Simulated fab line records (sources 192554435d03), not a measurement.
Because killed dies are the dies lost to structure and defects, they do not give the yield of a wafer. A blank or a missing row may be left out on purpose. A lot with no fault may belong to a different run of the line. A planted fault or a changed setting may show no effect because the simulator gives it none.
fab line records -- flow n5_finfet
record lots=11, wafers=31, last_day=18
route steps=1938 shown BEOL_M11@1558 PASSIVATION@1936
lots that met no fault: from a run of the same line without faults
start_h: hours from the record's opening day to when the first of the lot's shown wafers began -- wait_h: how many hours have passed since the lot's step before this one -- " as in the row above -- L1.1+2: a single row standing in for several wafers -- - value missing, or start not given -- * or withheld: withheld -- < > ~ a bound
route shown NAME@n: NAME is a module with steps in the file, n the number in the route of the first one -- usual: the fault-free wafers' mean and standard deviation -- same: alike in all rows -- chamber/n: place in a boat -- sites: the reading at each site -- _std_site: standard deviation of those values -- _edge_site: the outer-site mean with the inner-site mean subtracted -- radius_mm: for every site, how far away it sits from the centre of the wafer -- mask NAME#n: copy n -- behind: the tool/chamber that last shaped the wafer -- hold: why the lot was held/for how many hours/how that ended -- device: the n, p or np transistor that did not switch -- end of line: the tests these same wafers got at the end of their route -- where a step has no rows: the recipe by itself -- killed: count of dies lost to structure and defects at first sort (not the wafer's yield) -- map: dies across one wafer; x = killed, . = not, _ = none there
set.NAME: the setting as run; set.NAME@STEP: as run at that earlier step -- model.NAME: the simulator's own value behind a step, which no gauge read
one table for each step of the route and one row for each wafer, over a sample of lots
services: when a tool's chamber went out of use (start_h, in hours from the record's first day, below 0 if earlier), for how many hours, and the reason
## steps
# step N5_BEOL_M11_STRIP_19
# recipe chemistry=O2, power_w=400, temp_c=40, pressure_mtorr=30, rf_frequency_hz=6e+07, bias_power_w=0, overash_fraction=0.2, o2_flow_sccm=225
# usual chamber_pressure_mTorr=30.00/0.035, drypump_motor_current_A=5.4/0.42, oes_product_au=0.81/0.083, rf_vpp_V=3.7/0.59, showerhead_plenum_p_Torr=2.08/0.057, throttle_valve_pct=16.71/0.29
lot.wafer,tool,chamber,start_h,wait_h,chamber_pressure_mTorr,drypump_motor_current_A,oes_product_au,rf_hours_counter_h,rf_vpp_V,showerhead_plenum_p_Torr,throttle_valve_pct
L708.1,rie_diel-05,1,229.12,0.2,29.95,5.8,0.81,106,3.9,2.12,16.73
L708.2,rie_diel-05,3,229.12,0.2,30.00,5.7,0.67,230,1.7,2.14,16.73
L708.3,rie_diel-05,2,229.12,0.2,30.01,5.8,0.84,74,4.7,2.12,16.58
L710.1,rie_diel-04,2,232.29,0.1,29.98,5.2,0.87,50,3.4,2.15,16.72
L710.4,rie_diel-04,3,232.29,0.1,29.95,4.8,0.95,17,4.8,2.06,16.29
L710.6,rie_diel-04,3,232.29,0.1,30.00,4.8,0.95,-,2.3,2.06,16.28
L709.1,rie_diel-06,2,243.14,0.1,30.01,5.6,0.76,143,3.7,2.00,16.89
L709.4,rie_diel-06,3,243.14,0.1,29.97,4.8,0.84,53,2.9,2.01,16.16
L714.1,rie_diel-04,2,267.14,0.3,30.04,5.2,0.86,60,2.8,2.14,16.74
L714.3,rie_diel-04,0,267.14,0.3,29.96,5.6,0.88,42,4.2,2.05,16.81
L714.6,rie_diel-04,1,267.14,0.3,30.05,5.4,0.69,-,3.4,2.08,17.10
L718.1,rie_diel-04,3,292.09,0.1,30.00,4.8,0.91,34,3.1,2.05,16.31
L718.3,rie_diel-04,1,292.09,0.1,30.01,5.4,0.69,219,3.1,2.08,17.12
L718.4,rie_diel-04,2,292.09,0.1,29.96,5.2,0.83,66,3.5,2.14,16.74
L720.1,rie_diel-04,2,302.97,0.2,29.97,5.2,0.83,69,4.0,2.14,16.74
L720.3,rie_diel-04,3,302.97,0.2,30.01,4.8,0.91,37,3.7,2.05,16.30
L720.5,rie_diel-04,2,302.97,0.2,29.99,5.2,0.83,-,3.4,2.14,16.75
L721.5,rie_diel-04,1,303.39,0.0,29.99,5.4,0.68,-,3.7,2.08,17.11
L721.6,rie_diel-04,0,303.39,0.0,29.96,5.6,0.88,-,4.0,2.04,16.84
L727.2,rie_diel-05,2,350.70,0.1,29.97,5.8,0.79,111,3.7,2.11,16.66
L727.4,rie_diel-05,0,350.70,0.1,30.01,5.2,0.73,175,3.2,2.00,16.98
L727.5,rie_diel-05,3,350.70,0.1,30.03,5.7,0.94,-,3.5,2.13,16.26
L728.2,rie_diel-04,1,359.86,0.1,30.01,5.4,0.67,240,3.2,2.07,17.14
L728.4,rie_diel-04,3,359.86,0.1,30.04,4.8,0.88,-,3.6,2.04,16.35
L728.6,rie_diel-04,1,359.86,0.1,29.99,5.4,0.68,-,3.7,2.07,17.15
L730.1,rie_diel-05,1,374.39,0.2,29.99,5.8,0.76,148,4.1,2.10,16.82
L730.5,rie_diel-05,0,374.39,0.2,30.04,5.1,0.72,-,4.2,2.00,16.99
L730.6,rie_diel-05,1,374.39,0.2,30.03,5.8,0.77,-,2.7,2.10,16.80
L731.4,rie_diel-05,3,374.98,0.2,30.00,5.7,0.93,18,4.5,2.12,16.26
L731.5,rie_diel-05,2,374.98,0.2,29.96,5.8,0.78,-,4.4,2.10,16.66
L731.6,rie_diel-05,3,374.98,0.2,30.04,5.7,0.94,-,3.5,2.12,16.27
# step N5_BEOL_M11_CD_MEAS_28
# recipe target_cd_nm=70, landing_energy_ev=500, detector=se_inlens, polarity=opening
# usual cd_nm=69.0/1.4
lot.wafer,tool,chamber,start_h,wait_h,cd_nm
L708.1,cd_sem-02,0,229.48,-,68.8
L708.2,cd_sem-02,0,229.48,-,67.2
L708.3,cd_sem-02,0,229.48,-,68.5
L710.1,cd_sem-02,0,232.64,-,68.3
L710.4,cd_sem-02,0,232.64,-,68.5
L710.6,cd_sem-02,0,232.64,-,68.9
L709.1,cd_sem-01,0,244.25,-,70.6
L709.4,cd_sem-01,0,244.25,-,70.4
L714.1,cd_sem-03,0,268.87,-,69.5
L714.3,cd_sem-03,0,268.87,-,72.2
L714.6,cd_sem-03,0,268.87,-,71.7
L718.1,cd_sem-02,0,293.34,-,70.6
L718.3,cd_sem-02,0,293.34,-,70.6
L718.4,cd_sem-02,0,293.34,-,72.0
L720.1,cd_sem-02,0,303.53,-,67.3
L720.3,cd_sem-02,0,303.53,-,67.5
L720.5,cd_sem-02,0,303.53,-,68.7
L721.5,cd_sem-03,0,303.92,-,67.0
L721.6,cd_sem-03,0,303.92,-,68.9
L727.2,cd_sem-03,0,352.67,-,69.1
L727.4,cd_sem-03,0,352.67,-,67.5
L727.5,cd_sem-03,0,352.67,-,67.1
L728.2,cd_sem-01,0,361.91,-,68.4
L728.4,cd_sem-01,0,361.91,-,68.6
L728.6,cd_sem-01,0,361.91,-,68.7
L730.1,cd_sem-03,0,374.87,-,71.1
L730.5,cd_sem-03,0,374.87,-,71.4
L730.6,cd_sem-03,0,374.87,-,70.1
L731.4,cd_sem-01,0,375.46,-,69.2
L731.5,cd_sem-01,0,375.46,-,67.2
L731.6,cd_sem-01,0,375.46,-,68.2
# step N5_BEOL_M11_STRIP_36
# recipe chemistry=N2/H2, power_w=450, temp_c=40, pressure_mtorr=20, rf_frequency_hz=6e+07, overash_fraction=0.3, bias_power_w=7, h2_frac=0.5, n2_flow_sccm=200, h2_flow_sccm=200
# usual chamber_pressure_mTorr=20.00/0.039, drypump_motor_current_A=5.4/0.4, oes_product_au=0.79/0.084, rf_vpp_V=59.0/2.1, showerhead_plenum_p_Torr=2.52/0.067, throttle_valve_pct=23.7/0.38
lot.wafer,tool,chamber,start_h,wait_h,chamber_pressure_mTorr,drypump_motor_current_A,oes_product_au,rf_hours_counter_h,rf_vpp_V,showerhead_plenum_p_Torr,throttle_valve_pct
L708.1,rie_diel-05,0,229.92,0.0,20.09,5.2,0.76,136,54.5,2.45,24.1
L708.2,rie_diel-05,3,229.92,0.0,20.02,5.7,0.67,230,60.5,2.61,23.6
L708.3,rie_diel-05,2,229.92,0.0,19.96,5.8,0.83,75,57.2,2.56,23.4
L710.1,rie_diel-06,1,233.00,0.0,19.97,6.2,0.85,42,58.1,2.68,23.2
L710.4,rie_diel-06,3,233.00,0.0,20.00,4.8,0.86,51,60.9,2.49,23.6
L710.6,rie_diel-06,0,233.00,0.0,19.97,5.0,0.67,-,59.5,2.52,24.4
L709.1,rie_diel-06,2,244.67,0.0,20.00,5.6,0.75,144,59.3,2.44,24.1
L709.4,rie_diel-06,1,244.67,0.0,19.98,6.3,0.85,46,59.8,2.68,23.2
L714.1,rie_diel-05,0,269.23,0.0,20.01,5.2,0.76,148,53.8,2.44,24.1
L714.3,rie_diel-05,3,269.23,0.0,20.00,5.6,0.66,243,60.4,2.61,23.6
L714.6,rie_diel-05,3,269.23,0.0,19.96,5.7,0.65,-,58.3,2.61,23.6
L718.1,rie_diel-04,0,293.70,0.0,20.09,5.6,0.87,46,56.6,2.48,23.8
L718.3,rie_diel-04,3,293.70,0.0,20.00,4.8,0.91,34,56.8,2.46,23.0
L718.4,rie_diel-04,2,293.70,0.0,19.98,5.2,0.85,67,57.6,2.58,23.9
L720.1,rie_diel-04,3,303.91,0.0,19.96,4.8,0.92,37,62.4,2.46,23.0
L720.3,rie_diel-04,2,303.91,0.0,19.96,5.2,0.84,70,60.6,2.58,23.9
L720.5,rie_diel-04,2,303.91,0.0,20.08,5.2,0.83,-,57.0,2.58,23.9
L721.5,rie_diel-05,0,304.37,0.0,19.98,5.1,0.73,-,58.0,2.44,24.1
L721.6,rie_diel-05,2,304.37,0.0,19.98,5.8,0.80,-,61.2,2.56,23.4
L727.2,rie_diel-05,3,353.03,0.0,20.06,5.7,0.96,13,61.3,2.60,23.1
L727.4,rie_diel-05,2,353.03,0.0,20.01,5.8,0.79,112,58.2,2.55,23.5
L727.5,rie_diel-05,3,353.03,0.0,19.98,5.7,0.96,-,59.3,2.60,23.1
L728.2,rie_diel-06,3,362.27,0.0,20.03,4.8,0.82,89,55.4,2.47,23.6
L728.4,rie_diel-06,1,362.27,0.0,20.01,6.3,0.81,82,60.0,2.66,23.3
L728.6,rie_diel-06,0,362.27,0.0,19.94,5.0,0.91,-,58.4,2.51,24.2
L730.1,rie_diel-04,3,375.58,0.0,19.99,4.8,0.88,61,58.7,2.45,23.0
L730.5,rie_diel-04,1,375.58,0.0,19.94,5.3,0.67,-,56.8,2.49,23.9
L730.6,rie_diel-04,0,375.58,0.0,20.04,5.6,0.85,-,61.0,2.48,23.8
L731.4,rie_diel-04,0,376.04,0.0,20.07,5.7,0.87,66,63.5,2.48,23.8
L731.5,rie_diel-04,2,376.04,0.0,20.05,5.2,0.80,-,61.9,2.57,23.9
L731.6,rie_diel-04,1,376.04,0.0,19.98,5.4,0.66,-,55.5,2.49,23.9
# step N5_BEOL_M11_ETCH_41
# recipe chemistry=CH3F/O2, target=SiCN, target_depth_a=426, taper_deg=2, time_s=86, ion_energy_ev=120, mask_material=TiN, pressure_mtorr=30, source_w=395, bias_w=75, Ar_flow_sccm=150, CH3F_flow_sccm=30, O2_flow_sccm=20
# usual chamber_pressure_mTorr=30.002/0.025, drypump_motor_current_A=5.4/0.4, oes_product_au=0.79/0.079, rf_vpp_V=297.0/1.4, run_length_s=109.3/0.45, showerhead_plenum_p_Torr=1.99/0.056, throttle_valve_pct=16.40/0.24
lot.wafer,tool,chamber,start_h,wait_h,chamber_pressure_mTorr,drypump_motor_current_A,oes_product_au,rf_hours_counter_h,rf_vpp_V,run_length_s,showerhead_plenum_p_Torr,throttle_valve_pct
L708.1,rie_diel-05,0,230.00,-,30.007,5.1,0.76,136,295.1,109.5,1.92,16.49
L708.2,rie_diel-05,3,230.00,-,30.002,5.7,0.67,230,296.6,108.9,2.08,16.59
L708.3,rie_diel-05,2,230.00,-,30.027,5.8,0.82,75,295.5,108.1,2.01,16.18
L710.1,rie_diel-06,1,233.08,-,29.998,6.3,0.86,42,302.0,108.8,2.11,16.10
L710.4,rie_diel-06,3,233.08,-,30.005,4.8,0.84,51,296.2,109.4,1.95,15.98
L710.6,rie_diel-06,0,233.08,-,29.991,5.0,0.68,-,296.8,109.9,1.97,16.75
L709.1,rie_diel-06,2,244.75,-,30.016,5.6,0.75,144,295.5,109.0,1.93,16.64
L709.4,rie_diel-06,1,244.75,-,29.983,6.3,0.85,46,298.5,108.9,2.11,16.12
L714.1,rie_diel-05,0,269.31,-,29.966,5.1,0.74,148,297.1,109.5,1.91,16.53
L714.3,rie_diel-05,3,269.31,-,30.055,5.6,0.66,243,298.4,109.0,2.08,16.62
L714.6,rie_diel-05,3,269.31,-,29.997,5.6,0.66,-,298.0,108.9,2.08,16.61
L718.1,rie_diel-04,0,293.78,-,29.981,5.6,0.86,46,296.9,109.2,1.94,16.38
L718.3,rie_diel-04,3,293.78,-,29.987,4.8,0.91,34,296.6,109.5,1.97,16.03
L718.4,rie_diel-04,2,293.78,-,30.060,5.2,0.83,67,298.0,105.0,2.03,16.35
L720.1,rie_diel-04,3,303.99,-,29.990,4.8,0.91,37,296.5,110.3,1.97,16.04
L720.3,rie_diel-04,2,303.99,-,30.020,5.2,0.82,70,298.1,104.9,2.03,16.36
L720.5,rie_diel-04,2,303.99,-,29.969,5.2,0.83,-,298.9,105.7,2.03,16.37
L721.5,rie_diel-05,0,304.46,-,29.974,5.2,0.74,-,297.0,109.6,1.91,16.54
L721.6,rie_diel-05,2,304.46,-,30.018,5.8,0.80,-,298.2,108.5,2.01,16.23
L727.2,rie_diel-05,3,353.11,-,30.001,5.6,0.97,13,298.3,109.0,2.07,16.13
L727.4,rie_diel-05,2,353.11,-,29.985,5.8,0.78,112,297.8,108.6,2.00,16.26
L727.5,rie_diel-05,3,353.11,-,29.966,5.6,0.97,-,298.8,109.3,2.07,16.14
L728.2,rie_diel-06,3,362.35,-,30.002,4.8,0.79,89,296.0,109.8,1.93,16.04
L728.4,rie_diel-06,1,362.35,-,29.994,6.3,0.79,82,299.8,108.8,2.09,16.19
L728.6,rie_diel-06,0,362.35,-,30.006,5.0,0.90,-,296.8,110.0,1.96,16.37
L730.1,rie_diel-04,3,375.66,-,29.980,4.8,0.86,61,296.4,109.6,1.96,16.07
L730.5,rie_diel-04,1,375.66,-,30.021,5.4,0.68,-,296.9,109.7,1.97,16.79
L730.6,rie_diel-04,0,375.66,-,29.976,5.6,0.83,-,295.7,109.1,1.93,16.42
L731.4,rie_diel-04,0,376.12,-,30.053,5.6,0.83,66,295.7,109.2,1.93,16.43
L731.5,rie_diel-04,2,376.12,-,30.027,5.2,0.80,-,298.0,109.4,2.03,16.42
L731.6,rie_diel-04,1,376.12,-,30.018,5.4,0.68,-,297.4,109.1,1.97,16.79
# step N5_PASSIVATION_PROBE_49
# usual defect_limited_yield=91.5/1.5, killed_at_M0_to_M3=33/9.9, killed_at_M4_up=14/5.2, killed_at_contacts=11/5.2, killed_at_front_end=38/10, killed_at_other=4/3.5, killed_dies=100/18, killed_on_rim=13/4.1, killed_open=66/14, killed_short=32/6.9, sort_bin_5_function=5.0/1, sort_bin_6_memory=3.1/0.69, sort_n_pass=1080/18, sort_yield_pct=91.5/1.5
# same gross_dies=1180, killed_at_back_side=0, sort_bin_4_leakage[%]=0, sort_bin_8_speed[%]=0
lot.wafer,tool,chamber,start_h,wait_h,defect_limited_yield[%],killed_at_M0_to_M3,killed_at_M4_up,killed_at_contacts,killed_at_front_end,killed_at_other,killed_dies,killed_on_rim,killed_open,killed_short,sort_bin_5_function[%],sort_bin_6_memory[%],sort_n_pass,sort_yield_pct[%]
L710.1,prober-01,-,276.72,0.0,93.6,17,13,2,38,5,75,8,43,31,3.5,2.7,1105,93.6
L710.4,prober-01,-,276.87,0.2,94.3,20,8,3,31,5,67,10,40,27,3.6,1.9,1113,94.3
L710.6,prober-01,-,276.97,0.3,91.9,26,18,12,37,2,95,9,65,30,5.0,2.7,1085,91.9
L709.1,prober-02,-,287.44,0.0,89.7,48,19,9,30,15,121,18,84,36,6.1,4.1,1059,89.7
L709.4,prober-02,-,287.59,0.2,91.0,32,19,10,38,7,106,12,71,35,4.8,4.0,1074,91.0
L718.1,prober-01,-,347.04,0.0,89.7,29,12,25,53,2,121,12,85,35,6.1,3.7,1059,89.7
L718.3,prober-01,-,347.14,0.1,90.0,37,11,20,48,2,118,15,75,43,6.1,3.5,1062,90.0
L718.4,prober-01,-,347.19,0.2,88.3,38,17,16,66,1,138,15,82,48,6.4,4.0,1042,88.3
L720.1,prober-02,-,347.61,0.0,93.1,25,10,3,35,8,81,10,40,34,3.6,2.5,1099,93.1
L720.3,prober-02,-,347.71,0.1,92.8,24,13,6,40,2,85,10,50,35,3.7,3.2,1095,92.8
L720.5,prober-02,-,347.81,0.2,93.7,28,13,7,25,1,74,8,46,27,3.6,2.5,1106,93.7
L721.5,prober-02,-,351.84,0.2,92.9,37,11,4,32,0,84,16,54,23,3.4,2.6,1096,92.9
L721.6,prober-02,-,351.89,0.3,92.8,34,13,6,28,4,85,12,58,27,3.6,3.4,1095,92.8
L727.2,prober-01,-,392.15,0.1,90.4,31,13,6,59,4,113,19,67,45,6.1,2.9,1067,90.4
L727.4,prober-01,-,392.25,0.2,89.7,33,17,18,52,1,121,12,81,36,6.4,3.6,1059,89.7
L727.5,prober-01,-,392.30,0.2,88.5,37,13,16,68,2,136,15,91,42,7.0,4.2,1044,88.5
L730.1,prober-01,-,421.61,0.0,92.8,40,13,12,19,1,85,14,57,24,4.4,2.5,1095,92.8
L730.5,prober-01,-,421.81,0.2,90.2,39,11,17,48,1,116,14,85,30,6.4,3.1,1064,90.2
L730.6,prober-01,-,421.86,0.3,91.9,27,10,15,42,2,96,9,68,27,5.5,2.5,1084,91.9
# killed by level:class
L710.1 FIN_SAQP:geometric_particle:short=10 FIN_SAQP:geometric_particle:open=7 STI_FIN_REVEAL:geometric_particle:open=6 BEOL_M0_SAQP:geometric_particle:open=6 BEOL_M5:geometric_particle:open=5 DUMMY_GATE:geometric_particle:open=4 BEOL_M2:geometric_particle:short=4 BEOL_M4:geometric_particle:open=4
L710.4 FIN_SAQP:geometric_particle:open=8 FIN_SAQP:geometric_particle:short=6 STI_FIN_REVEAL:geometric_particle:open=4 BEOL_M0_SAQP:geometric_particle:open=4 BEOL_M0_SAQP:geometric_particle:short=3 BEOL_M1:geometric_particle:open=3 BEOL_M3:geometric_particle:open=3 MIM_TOP_ETCH:geometric_particle:short=3
L710.6 FIN_SAQP:geometric_particle:short=11 BEOL_M3:geometric_particle:open=11 MOL_CONTACT_COAG:geometric_particle:open=10 FIN_SAQP:geometric_particle:open=8 BEOL_M4:geometric_particle:open=8 STARTING-WAFER:geometric_particle:open=6 BEOL_M0_SAQP:geometric_particle:open=4 STARTING-WAFER:geometric_particle:short=4
L709.1 BEOL_M0_SAQP:geometric_particle:open=11 STI_FIN_REVEAL:geometric_particle:open=10 BEOL_M2:geometric_particle:open=10 FIN_SAQP:geometric_particle:open=9 BEOL_M4:geometric_particle:open=9 MOL_CONTACT_COAG:geometric_particle:open=8 BEOL_M0_SAQP:geometric_particle:short=6 BEOL_M1:geometric_particle:open=6
L709.4 FIN_SAQP:geometric_particle:short=11 FIN_SAQP:geometric_particle:open=8 MOL_CONTACT_COAG:geometric_particle:open=8 BEOL_M0_SAQP:geometric_particle:open=6 STI_FIN_REVEAL:geometric_particle:open=6 BEOL_M0_SAQP:geometric_particle:short=6 BEOL_M4:geometric_particle:open=6 BEOL_M5:geometric_particle:open=5
L718.1 MOL_CONTACT_COAG:geometric_particle:open=21 STI_FIN_REVEAL:geometric_particle:open=14 BEOL_M3:geometric_particle:open=8 GATE_CUT:geometric_particle:open=6 BEOL_M0_SAQP:geometric_particle:open=6 FIN_SAQP:geometric_particle:open=5 FIN_SAQP:geometric_particle:short=5 DUMMY_GATE:geometric_particle:open=5
L718.3 STI_FIN_REVEAL:geometric_particle:open=18 MOL_CONTACT_COAG:geometric_particle:open=14 BEOL_M0_SAQP:geometric_particle:short=11 BEOL_M1:geometric_particle:open=11 BEOL_M0_SAQP:geometric_particle:open=10 STI_FIN_REVEAL:geometric_particle:short=7 MOL_CONTACT_COAG:geometric_particle:short=6 FIN_SAQP:geometric_particle:short=5
L718.4 FIN_SAQP:geometric_particle:open=18 FIN_SAQP:geometric_particle:short=16 MOL_CONTACT_COAG:geometric_particle:open=13 BEOL_M3:geometric_particle:open=13 STI_FIN_REVEAL:geometric_particle:open=8 GATE_CUT:geometric_particle:short=6 BEOL_M2:geometric_particle:open=6 BEOL_M3:geometric_particle:short=6
L720.1 FIN_SAQP:geometric_particle:short=8 BEOL_M2:geometric_particle:open=6 HKMG_FIN:area_etch=6 BEOL_M0_SAQP:geometric_particle:open=5 BEOL_M0_SAQP:geometric_particle:short=5 BEOL_M1:geometric_particle:open=5 GATE_CUT:geometric_particle:short=4 PASS1_CAP:geometric_particle:short=4
L720.3 FIN_SAQP:geometric_particle:short=11 FIN_SAQP:geometric_particle:open=8 BEOL_M4:geometric_particle:open=7 BEOL_M0_SAQP:geometric_particle:short=6 GATE_CUT:geometric_particle:short=5 BEOL_M0_SAQP:geometric_particle:open=5 MOL_CONTACT_COAG:geometric_particle:open=4 STI_FIN_REVEAL:geometric_particle:open=3
L720.5 BEOL_M2:geometric_particle:open=9 DUMMY_GATE:geometric_particle:open=7 BEOL_M0_SAQP:geometric_particle:open=6 GATE_CUT:geometric_particle:short=5 MOL_CONTACT_COAG:geometric_particle:open=5 BEOL_M0_SAQP:geometric_particle:short=5 BEOL_M0:geometric_particle:short=3 FIN_SAQP:geometric_particle:open=2
L721.5 BEOL_M1:geometric_particle:open=10 STI_FIN_REVEAL:geometric_particle:open=9 BEOL_M0_SAQP:geometric_particle:short=8 BEOL_M0_SAQP:geometric_particle:open=7 BEOL_M2:geometric_particle:open=7 HKMG_FIN:area_etch=7 BEOL_M4:geometric_particle:open=6 MOL_CONTACT_COAG:geometric_particle:open=4
L721.6 BEOL_M1:geometric_particle:open=10 FIN_SAQP:geometric_particle:short=6 STI_FIN_REVEAL:geometric_particle:open=6 BEOL_M0_SAQP:geometric_particle:short=6 MOL_CONTACT_COAG:geometric_particle:open=5 BEOL_M0_SAQP:geometric_particle:open=5 BEOL_M2:geometric_particle:open=5 BEOL_M4:geometric_particle:open=5
L727.2 FIN_SAQP:geometric_particle:short=17 FIN_SAQP:geometric_particle:open=16 GATE_CUT:geometric_particle:short=8 BEOL_M3:geometric_particle:open=8 BEOL_M0_SAQP:geometric_particle:open=7 STI_FIN_REVEAL:geometric_particle:open=6 MOL_CONTACT_COAG:geometric_particle:open=6 BEOL_M1:geometric_particle:open=5
L727.4 FIN_SAQP:geometric_particle:open=19 MOL_CONTACT_COAG:geometric_particle:open=15 BEOL_M0_SAQP:geometric_particle:open=15 BEOL_M0_SAQP:geometric_particle:short=10 FIN_SAQP:geometric_particle:short=8 STI_FIN_REVEAL:geometric_particle:open=7 STI_FIN_REVEAL:geometric_particle:short=5 BEOL_M4:geometric_particle:open=5
L727.5 FIN_SAQP:geometric_particle:open=18 FIN_SAQP:geometric_particle:short=13 MOL_CONTACT_COAG:geometric_particle:open=13 BEOL_M3:geometric_particle:open=13 STI_FIN_REVEAL:geometric_particle:open=12 STI_FIN_REVEAL:geometric_particle:short=6 DUMMY_GATE:geometric_particle:open=5 BEOL_M0_SAQP:geometric_particle:short=5
L730.1 MOL_CONTACT_COAG:geometric_particle:open=10 BEOL_M1:geometric_particle:open=10 BEOL_M3:geometric_particle:open=8 BEOL_M3:geometric_particle:short=8 FIN_SAQP:geometric_particle:short=6 BEOL_M0_SAQP:geometric_particle:open=6 FIN_SAQP:geometric_particle:open=5 BEOL_M0_SAQP:geometric_particle:short=4
L730.5 FIN_SAQP:geometric_particle:open=18 STI_FIN_REVEAL:geometric_particle:open=13 MOL_CONTACT_COAG:geometric_particle:open=13 BEOL_M3:geometric_particle:open=8 BEOL_M2:geometric_particle:open=8 BEOL_M0_SAQP:geometric_particle:open=7 BEOL_M0_SAQP:geometric_particle:short=6 FIN_SAQP:geometric_particle:short=4
L730.6 MOL_CONTACT_COAG:geometric_particle:open=12 BEOL_M3:geometric_particle:open=12 DUMMY_GATE:geometric_particle:open=8 FIN_SAQP:geometric_particle:open=7 BEOL_M0_SAQP:geometric_particle:short=7 GATE_CUT:geometric_particle:short=6 FIN_SAQP:geometric_particle:short=5 BEOL_M0_SAQP:geometric_particle:open=5
## services
tool,chamber,start_h,hours,kind
rie_diel-06,0,261.52,-,clean
rie_diel-06,0,261.52,-,consumable_replace:focus_ring
rie_diel-06,0,261.52,27.6,scheduled_down
rie_diel-06,0,261.52,27.6,vent_cycle
rie_diel-05,2,268.41,8.9,repair
rie_diel-04,0,281.69,8.8,repair
rie_diel-05,3,295.09,-,clean
rie_diel-05,3,295.09,-,consumable_replace:focus_ring
rie_diel-05,3,295.09,17.3,scheduled_down
rie_diel-05,3,295.09,17.3,vent_cycle
rie_diel-06,3,296.55,2.8,repair
rie_diel-05,1,307.24,4.8,repair
rie_diel-06,1,338.64,6.6,repair
rie_diel-04,0,351.31,15.8,repair
rie_diel-06,0,367.43,7.2,repair
rie_diel-06,3,369.77,1.9,repair
## key
first_sign step=N5_BEOL_M11_ETCH_41, reading=run_length_s, direction=down, sigmas=9.1, usual=*, struck=*
effect none on later readings
met_at N5_BEOL_M11_ETCH_41
struck_lots L718,L720
struck_wafers L718.4,L720.3,L720.5
not_acting_at N5_BEOL_M11_STRIP_19,N5_BEOL_M11_CD_MEAS_28,N5_BEOL_M11_STRIP_36
fault kind=process_parameter_drift, tool=rie_diel-04, chamber=2, onset_h=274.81, steps=N5_BEOL_M11_ETCH_41, channel=time_s, offset=*, shape=step, end_h=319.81, acts_in=*, stated=*
